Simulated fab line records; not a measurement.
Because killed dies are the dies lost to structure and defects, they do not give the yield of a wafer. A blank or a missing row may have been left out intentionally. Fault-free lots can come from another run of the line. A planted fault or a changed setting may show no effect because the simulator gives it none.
Which tool did it? | flow nand harc | 39 wafers from 13 lots sampled at 5 of the route's 1302 steps

WHAT EACH GAUGE READ, for each wafer
NHARC_THIN_TSV_CD_MEAS_33: the cd target is 5000 nm. Usual: cd nm 5001.1 nm, standard deviation 1.9.
lot  | measured     | on        | cd nm (nm)           | flag
L380 | day 24 01:22 | cd sem-02 | 4999.2 5000.1 4998.5 |
L381 | day 24 12:01 | cd sem-02 | 5003.1 4999.0 5002.6 |
L383 | day 25 22:37 | cd sem-01 | 5004.9 5001.1 5005.2 |
L385 | day 26 12:01 | cd sem-03 | 5002.5 5001.2 5002.5 |
L387 | day 27 13:36 | cd sem-02 | 5004.2 4998.3 5001.6 |
L389 | day 27 14:53 | cd sem-03 | 4999.6 5002.2 4996.6 |
L394 | day 29 17:44 | cd sem-02 | 5002.2 5000.7 5000.8 |
L396 | day 30 19:27 | cd sem-03 | 5000.0 5003.7 5000.5 |
L398 | day 31 08:58 | cd sem-02 | 5001.1 5000.6 5000.3 |
L397 | day 31 10:07 | cd sem-01 | 5000.9 5002.1 5002.7 |
L399 | day 32 11:16 | cd sem-02 | 4998.5 5002.5 5003.0 |
L400 | day 32 17:58 | cd sem-01 | 5000.6 5000.0 5004.1 |
L401 | day 33 11:18 | cd sem-03 | 5005.6 5001.4 5003.0 |

NHARC_END_SORT_01. Usual: killed at array 53, standard deviation 20; killed at other 1, standard deviation 1.2; killed at periphery 3.7, standard deviation 2.6; killed dies 58, standard deviation 20; killed open 3.5, standard deviation 1.8; killed short 2.4, standard deviation 1.7.
lot  | measured     | on        | killed at array | killed at other | killed at periphery | killed dies | killed open | killed short | flag
L387 | day 27 22:27 | prober-02 | 157 73 82       | 0 0 0           | 2 1 4               | 159 74 86   | 3 3 7       | 5 4 3        |
L389 | day 28 06:58 | prober-02 | 59 121 145      | 1 1 2           | 3 5 3               | 63 127 150  | 4 1 2       | 0 0 3        |

WHAT TOOL EACH LOT RAN ON (gives the tool, then ch and the chambers of the sampled wafers, and finally the start)
lot  | NHARC_A_CONTACT_ETCH_122             | NHARC_THIN_TSV_DEGAS_49      | NHARC_THIN_TSV_DESCUM_35
L380 | har cap etch-01 ch 0,1, day 21 18:07 | pvd sputter-02, day 23 22:14 | rie diel-12 ch 0,1,3, day 24 01:31
L381 | har cap etch-03 ch 0,1, day 22 03:05 | pvd sputter-03, day 24 08:52 | rie diel-12 ch 0,1,3, day 24 12:13
L383 | har cap etch-01 ch 0,1, day 23 14:34 | pvd sputter-03, day 25 19:35 | rie diel-08 ch 0,2,3, day 25 22:47
L385 | har cap etch-03 ch 0,1, day 24 02:20 | pvd sputter-01, day 26 08:44 | rie diel-08 ch 0,1,2, day 26 12:10
L387 | har cap etch-03 ch 0,1, day 25 00:10 | pvd sputter-03, day 27 10:35 | rie diel-12 ch 0,3, day 27 13:46
L389 | har cap etch-03 ch 0,1, day 25 07:34 | pvd sputter-03, day 27 11:44 | rie diel-09 ch 0,1,3, day 27 15:04
L394 | har cap etch-02 ch 0,1, day 27 07:38 | pvd sputter-03, day 29 14:31 | rie diel-12 ch 0,2,3, day 29 17:53
L396 | har cap etch-03 ch 0,1, day 28 08:04 | pvd sputter-02, day 30 16:19 | rie diel-08 ch 1,2, day 30 19:36
L398 | har cap etch-03 ch 0,1, day 29 01:05 | pvd sputter-02, day 31 05:58 | rie diel-09 ch 1,2,3, day 31 09:08
L397 | har cap etch-01 ch 0,1, day 29 02:41 | pvd sputter-03, day 31 06:58 | rie diel-12 ch 1,2,3, day 31 10:18
L399 | har cap etch-01 ch 1, day 29 13:40   | pvd sputter-02, day 32 05:18 | rie diel-12 ch 0,3, day 32 11:26
L400 | har cap etch-03 ch 0,1, day 30 02:50 | pvd sputter-02, day 32 14:38 | rie diel-12 ch 1,2,3, day 32 18:08
L401 | har cap etch-03 ch 0, day 30 13:32   | pvd sputter-02, day 33 05:17 | rie diel-09 ch 0,3, day 33 11:28
- NHARC_A_CONTACT_ETCH_122: etches the open film in C4F8/O2/Ar, time 190 s, target depth 1850 nm.
- NHARC_THIN_TSV_DEGAS_49: time 120 s.
- NHARC_THIN_TSV_DESCUM_35: chemistry O2, time 3 s.

WHAT THE TOOLS THEMSELVES READ (means of the sampled wafers that have a number; where no wafer has one, the mark that the record gives instead)
NHARC_THIN_TSV_DEGAS_49. Usual: heater power w 461 W, standard deviation 50.
lot  | tool           | heater power w (W) | flag
L380 | pvd sputter-02 | 447                |
L381 | pvd sputter-03 | 510                |
L383 | pvd sputter-03 | 456                |
L385 | pvd sputter-01 | 500                |
L387 | pvd sputter-03 | 499                |
L389 | pvd sputter-03 | 472                |
L394 | pvd sputter-03 | 505                |
L396 | pvd sputter-02 | 414                |
L398 | pvd sputter-02 | 407                |
L397 | pvd sputter-03 | 507                |
L399 | pvd sputter-02 | 435                |
L400 | pvd sputter-02 | 464                |
L401 | pvd sputter-02 | 459                |

NHARC_THIN_TSV_DESCUM_35. Usual: drypump motor current A is 5.9 A with standard deviation 0.41, mfc ar sccm is 0.009 sccm with standard deviation 0.013, o2 flow sccm is 200.0 sccm with standard deviation 0.65, oes product au is 1.000 a.u. with standard deviation 0.01, rf vpp V is 57.7 V with standard deviation 0.9, showerhead plenum p Torr is 1.87 Torr with standard deviation 0.083, and throttle valve pct is 11.311 % with standard deviation 0.0093.
lot  | tool        | drypump motor current A (A) | mfc ar sccm (sccm) | o2 flow sccm (sccm) | oes product au (a.u.) | rf vpp V (V) | showerhead plenum p Torr (Torr) | throttle valve pct (%) | flag
L380 | rie diel-12 | 5.8                         | 0.011              | 200.0               | 0.994                 | 56.5         | 1.85                            | 11.314                 |
L381 | rie diel-12 | 5.8                         | 0.011              | 200.2               | 0.986                 | 58.4         | 1.85                            | 11.304                 |
L383 | rie diel-08 | 5.9                         | 0.012              | 200.1               | 0.994                 | 58.1         | 1.97                            | 11.309                 |
L385 | rie diel-08 | 6.2                         | 0.012              | 200.1               | 0.998                 | 59.5         | 1.98                            | 11.308                 |
L387 | rie diel-12 | 5.8                         | 0.012              | 200.0               | 1.001                 | 59.1         | 1.89                            | 11.316                 |
L389 | rie diel-09 | 6.0                         | 0.019              | 199.5               | 0.986                 | 57.6         | 1.89                            | 11.319                 |
L394 | rie diel-12 | 5.7                         | 0.011              | 199.4               | 1.000                 | 57.6         | 1.85                            | 11.317                 |
L396 | rie diel-08 | 6.2                         | 0.003              | 200.0               | 1.001                 | 58.3         | 1.99                            | 11.311                 |
L398 | rie diel-09 | 6.2                         | 0.019              | 198.8               | 1.008                 | 57.4         | 1.86                            | 11.305                 |
L397 | rie diel-12 | 5.6                         | 0.001              | 200.0               | 1.000                 | 57.7         | 1.82                            | 11.305                 |
L399 | rie diel-12 | 5.8                         | 0.012              | 201.0               | 1.011                 | 58.1         | 1.88                            | 11.308                 |
L400 | rie diel-12 | 5.6                         | 0.001              | 200.0               | 1.003                 | 56.7         | 1.82                            | 11.303                 |
L401 | rie diel-09 | 6.0                         | 0.026              | 199.4               | 1.005                 | 57.0         | 1.81                            | 11.314                 |

THE ANSWER, worked out from the rows above alone
Rule: a lot counts as off when the mean over its wafers that have a number is more than 3 standard deviations away from the usual mean. Also off: a lot with no number at a reading for which 4 or more lots have one. The other lots that the step has rows for count as sound. First the gauges in route order, then the tools' own readings, where a lot's mean is used as printed above. The first step at which some lot is off is used, and at that step the reading that is off furthest; a lot without a number counts as furthest.
None of the lots is off at any reading shown; this tells nothing.

WHAT THE SIMULATOR HAD PUT IN
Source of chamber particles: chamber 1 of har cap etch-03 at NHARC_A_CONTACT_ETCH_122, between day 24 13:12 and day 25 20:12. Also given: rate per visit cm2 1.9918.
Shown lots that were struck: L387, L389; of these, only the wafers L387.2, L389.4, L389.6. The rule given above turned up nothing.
